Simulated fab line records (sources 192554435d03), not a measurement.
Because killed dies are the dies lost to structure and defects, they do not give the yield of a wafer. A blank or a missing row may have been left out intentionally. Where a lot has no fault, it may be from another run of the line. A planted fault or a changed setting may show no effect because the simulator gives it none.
Comparing a struck lot with a sound one    flow n5Finfet    16 out of 1938 route steps
Sound: these wafers, L468.2, L468.3, L468.4. Struck: wafers L473.2, L473.6. (L473.3 of the same lot was not struck and is left out.) The cause comes at the end.
Per side, at each step with rows, come the tool, then ch with its chambers, and then its first start. Under that, the readings that differ: sound wafers    struck wafers    difference of the means    sigmas: that difference in standard deviations of wafers without a fault.
alike: a reading whose means differ by less than 2 such deviations, as well as words and numbers matching on both sides. not compared: withheld readings; readings where some wafer has no value; bounds like >300 that might hide an equal value; numbers whose values overlap and for which the record gives no deviation.
The two part at a step that has a row with sigmas, a row that says differs or no value, or rows on one side only. Numbers that have no deviation but don't overlap get no sigmas and don't part them. A reading that every wafer of one side lacks parts them only if that side has two wafers or more.

N5_FIN_SAQP_HM_DEP_72: deposits SiO2 from SiH4/N2O, target thk 12 nm, time 7.2 s.
  sound on pecvd-03 ch 1,2, day 4 03:16; struck on pecvd-04 ch 0,1, day 5 09:58
  alike: heaterPowerOuterW, heaterPowerW, showerheadPlenumPTorr
then, 8 steps without rows for these wafers: N5_FIN_SAQP_COAT_49 (time 60 s, resist thk 100 nm); N5_FIN_SAQP_COAT_50 (time 60 s, resist thk 35 nm); N5_FIN_SAQP_COAT_10 (resist thk 90 nm); N5_FIN_SAQP_EBR_12; N5_FIN_SAQP_SOFTBAKE_11 (time 60 s); N5_FIN_SAQP_EXPOSE_13 (exposes mask FIN CORE, target cd 35.6 nm); N5_FIN_SAQP_PEB_14 (peb time 60 s); N5_FIN_SAQP_DEVELOP_15 (develop time 30 s).
N5_FIN_SAQP_CD_MEAS_16: the cd target is 35.6 nm.
  sound on cdSem-03 ch 0, day 4 03:45; struck on cdSem-03 ch 0, day 5 10:25
  alike: cdNm
N5_FIN_SAQP_OVL_MEAS_17:
  sound on overlay-01 ch 0, day 4 03:47; struck on overlay-02 ch 0, day 5 10:27
reading            sound        struck     difference  sigmas
FIN_CORE_OVL (nm)  0.6 0.6 1.3  -1.5 -1.1  -2.1        -3
N5_FIN_SAQP_INSPECT_18: inspects for defects (brightfield).
  sound: defectInspect-02 at day 4 03:49; struck: defectInspect-02 at day 5 10:28
  alike: rawDefectCount
N5_FIN_SAQP_DESCUM_21: chemistry O2, time 7.9 s.
  sound on rieDiel-03 ch 1,2, day 4 04:14; struck on rieDiel-03 ch 0, day 5 10:31
reading                                       sound              struck       difference  sigmas
throttleValvePct (%)                          20.69 20.44 20.42  20.05 20.05  -0.47       -2
model.CAR-ArF_of_FIN_SAQP_COAT_10.thkNm (nm)  83.4 83.61 83.29   83.67 83.93  +0.37       
  alike: drypumpMotorCurrentA, o2FlowSccm, oesProductAu, rfVppV, showerheadPlenumPTorr
  not compared: rfHoursCounterH
N5_FIN_SAQP_ETCH_51: etches SiARC in CF4, target depth 45.5 nm, time 75.8 s.
  sound on rieDiel-03 ch 1,2, day 4 04:16; struck on rieDiel-03 ch 0, day 5 10:32
reading               sound              struck       difference  sigmas
etchRfOnTimeS (s)     73.4 72.0 72.2     77.3 77.2    +4.7        +2
throttleValvePct (%)  15.75 15.61 15.61  15.23 15.24  -0.42       -2
  alike: drypumpMotorCurrentA, oesProductAu, rfVppV, showerheadPlenumPTorr
  not compared: rfHoursCounterH, model.CAR-ArF_of_FIN_SAQP_COAT_10.thkNm
N5_FIN_SAQP_ETCH_52: etches SOC in N2/H2, target depth 100 nm, overetch 20 nm, time 150 s.
  sound on rieDiel-03 ch 1,2, day 4 04:19; struck on rieDiel-03 ch 0, day 5 10:36
reading               sound              struck       difference  sigmas
throttleValvePct (%)  18.13 17.82 17.81  17.50 17.48  -0.43       -2
  alike: drypumpMotorCurrentA, h2FlowSccm, oesProductAu, rfVppV, showerheadPlenumPTorr
  not compared: rfHoursCounterH
-- the record jumps here: 7 days lie between the struck wafers' starts before and after (it left off in module FIN_SAQP and takes up again in module BEOL_M4, whose first step shown is number 1111 of the route) --
N5_BEOL_M4_RC_MEAS_101:
  sound on prober-01 ch 0, day 10 08:47; struck on prober-02 ch 0, day 12 03:47
  alike: DIBL_N, DIBL_P, IOFF_N, IOFF_P, ION_N, ION_P, SS_N, SS_P, VT_N, VT_P

== WHERE THEY PART ==
First at N5_FIN_SAQP_OVL_MEAS_17; last, within this record, at N5_FIN_SAQP_ETCH_52. Later steps at which nothing parts them and some readings are alike: N5_BEOL_M4_RC_MEAS_101.

WHY: what the simulator had put in
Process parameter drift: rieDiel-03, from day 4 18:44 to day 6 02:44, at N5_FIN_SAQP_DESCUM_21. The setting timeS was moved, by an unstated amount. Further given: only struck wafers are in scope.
